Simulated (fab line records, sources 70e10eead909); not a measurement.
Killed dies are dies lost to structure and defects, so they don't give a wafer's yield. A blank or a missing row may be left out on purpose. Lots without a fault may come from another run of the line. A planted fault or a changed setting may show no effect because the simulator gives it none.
A struck lot beside a sound one | flow nand_harc | 40 steps out of a route of 1159
Sound: wafers L802.1, L802.2, L802.4. Struck: wafer L809.4. (L809.3, L809.6 of the same lot were not struck and are left out.) The cause comes at the end.
At each step with rows: each side's tool, then ch and its chambers, then its first start. Under that, the readings that differ: sound wafers | struck wafers | difference of the means | sigmas: that difference in standard deviations of wafers without a fault.
alike: readings whose means differ by less than 2 such deviations, and words and numbers that are the same on both sides. not compared: withheld readings, readings that some wafer has no value for, bounds like >300 that may hide the same value, and numbers for which the record gives no deviation and whose values overlap.
The two part at a step that has a row with sigmas, a row that says differs or no value, or rows on one side only. Numbers that don't overlap but have no deviation are shown without sigmas and don't part them. A reading that every wafer of one side lacks parts them only if that side has two wafers or more.

first, 3 steps without rows for these wafers: NHARC_A_BLC_STRIP_29 (strips in CF4); NHARC_A_BLC_STRIP_21 (strips in O2); NHARC_A_BLC_STRIP_22 (strips in post etch residue remover, time 600 s).
NHARC_A_BLC_DEGAS_30: time 60 s.
  sound on pvd_sputter-02, day 22 06:41; struck on pvd_sputter-03, day 23 14:55
  alike: heater_power_w
then, 4 steps without rows for these wafers: NHARC_A_BLC_PRE_CLEAN_31 (time 15 s); NHARC_A_BLC_PVD_32 (deposits Ti, target thk 5 nm, time 17.7 s); NHARC_A_BLC_ALD_23 (deposits TiN, target thk 3 nm, pulse time 1 s, ald cycles 150); NHARC_A_BLC_CVD_24 (deposits W, target thk 150 nm, time 434 s).
NHARC_A_BLC_CMP_25: polishes, t overpolish 30 s, target thk 150 nm.
  sound on cmp-03 ch 1,2,3, day 22 09:49; struck on cmp-03 ch 0, day 24 08:16
  reading              | sound                | struck | difference | sigmas
  overpolish_run_s (s) | 29.997 30.003 30.010 | 29.974 | -0.029     | -3
  alike: motor_current_A, time_to_endpoint_s
then, 1 step without rows for these wafers: NHARC_A_BLC_SRD_27.
NHARC_A_BLC_INSPECT_28:
  sound on defect_inspect-02, day 22 10:14; struck on defect_inspect-01, day 24 08:40
  alike: raw_defect_count
NHARC_A_M0_DEP_00: deposits SiOC, target thk 150 nm.
  sound on pecvd-01 ch 0,1,2, day 22 10:17; struck on pecvd-03 ch 0, day 24 09:01
  alike: chamber_pressure_Torr
then, 9 steps without rows for these wafers: NHARC_A_M0_DEHYDRATE_01 (time 120 s); NHARC_A_M0_HMDS_02 (time 30 s); NHARC_A_M0_COAT_33 (time 65 s); NHARC_A_M0_COAT_03 (resist thk 90 nm); NHARC_A_M0_SOFTBAKE_04 (time 55 s); NHARC_A_M0_EBR_05; NHARC_A_M0_EXPOSE_06 (exposes mask A M0, target cd 80 nm); NHARC_A_M0_PEB_07 (peb time 65 s); NHARC_A_M0_DEVELOP_08 (develop time 35 s).
NHARC_A_M0_CD_MEAS_09: target cd 80 nm.
  sound on cd_sem-01 ch 0, day 22 11:00; struck on cd_sem-02 ch 0, day 24 09:38
  alike: cd_nm
NHARC_A_M0_OVL_MEAS_10: pitch 160 nm.
  sound on overlay-02, day 22 11:05; struck on overlay-01, day 24 09:43
  reading           | sound       | struck | difference | sigmas
  overlay_x_nm (nm) | 1.5 1.3 1.2 | -0.9   | -2.2       | -3
  alike: overlay_y_nm
NHARC_A_M0_INSPECT_11:
  sound on defect_inspect-02, day 22 11:08; struck on defect_inspect-01, day 24 09:46
  reading          | sound   | struck | difference | sigmas
  raw_defect_count | 7 14 14 | 41     | +29        | +2
then, 2 steps without rows for these wafers: NHARC_A_M0_DESCUM_14 (chemistry O2, time 3 s); NHARC_A_M0_ETCH_34 (etches the open film in N2/H2, target depth 40 nm, overetch 12 nm, time 43.94 s).
NHARC_A_M0_ETCH_15: etches the open film in C4F8/Ar, target depth 150 nm, overetch 15 nm, time 82.5 s.
  sound on rie_diel-05 ch 0,1,2; struck on rie_diel-05 ch 1
  reading                | sound   | struck | difference | sigmas
  rf_hours_counter_h (h) | 10 10 9 | 2      | -8         |
  alike: oes_product_au, rf_vpp_V
NHARC_A_M0_CD_MEAS_16:
  sound on cd_sem-01, day 22 11:29; struck on cd_sem-03, day 24 10:08
  alike: cd_nm
then, 3 steps without rows for these wafers: NHARC_A_M0_STRIP_18 (strips in N2/H2); NHARC_A_M0_STRIP_19 (strips in post etch residue remover, time 600 s); NHARC_A_M0_DEGAS_28 (time 60 s).
NHARC_A_M0_PRE_CLEAN_29: time 30 s.
  sound on pvd_sputter-02; struck on pvd_sputter-03
  alike: heater_power_w
then, 4 steps without rows for these wafers: NHARC_A_M0_PVD_20 (deposits TaN, target thk 5 nm, time 8.06 s); NHARC_A_M0_PVD_21 (deposits Cu, target thk 30 nm, time 20.49 s); NHARC_A_M0_ECD_22 (material Cu, target thk 400 nm); NHARC_A_M0_ANNEAL_30 (time 90 s).
NHARC_A_M0_CMP_23: polishes, t overpolish 20 s, target thk 113.75 nm.
  sound on cmp-01 ch 0,1,2, day 22 13:25; struck on cmp-04 ch 3, day 24 12:02
  alike: motor_current_A, time_to_endpoint_s
then, 1 step without rows for these wafers: NHARC_A_M0_SRD_25.
NHARC_A_M0_INSPECT_27:
  sound on defect_inspect-01, day 22 13:53; struck on defect_inspect-02, day 24 12:31
  alike: raw_defect_count
NHARC_END_SORT_01:
  sound on prober-01 ch 0, day 24 04:47; struck on prober-01 ch 0, day 26 11:43
  reading                  | sound          | struck | difference | sigmas
  defect_limited_yield (%) | 97.9 96.5 97.3 | 0      | -97        | -61
  killed_at_array          | 13 15 15       | 676    | +662       | +60
  killed_dies              | 14 24 18       | 677    | +658       | +60
  sort_bin_2_pct (%)       | 0.7 0.7 0.9    | 97.6   | +96.8      | +99 or more
  sort_n_pass              | 663 653 659    | 0      | -658       | -60
  sort_rim_yield_pct (%)   | 98.1 97.2 98.1 | 0      | -98        | -43
  sort_yield_pct (%)       | 97.9 96.5 97.3 | 0      | -97        | -61
  alike: killed_at_other, killed_at_periphery, killed_open, killed_short, sort_bin_3_pct, sort_bin_4_pct

WHERE THEY PART
First at NHARC_A_BLC_CMP_25; last, within this record, at NHARC_END_SORT_01.

WHY: what the simulator had put in
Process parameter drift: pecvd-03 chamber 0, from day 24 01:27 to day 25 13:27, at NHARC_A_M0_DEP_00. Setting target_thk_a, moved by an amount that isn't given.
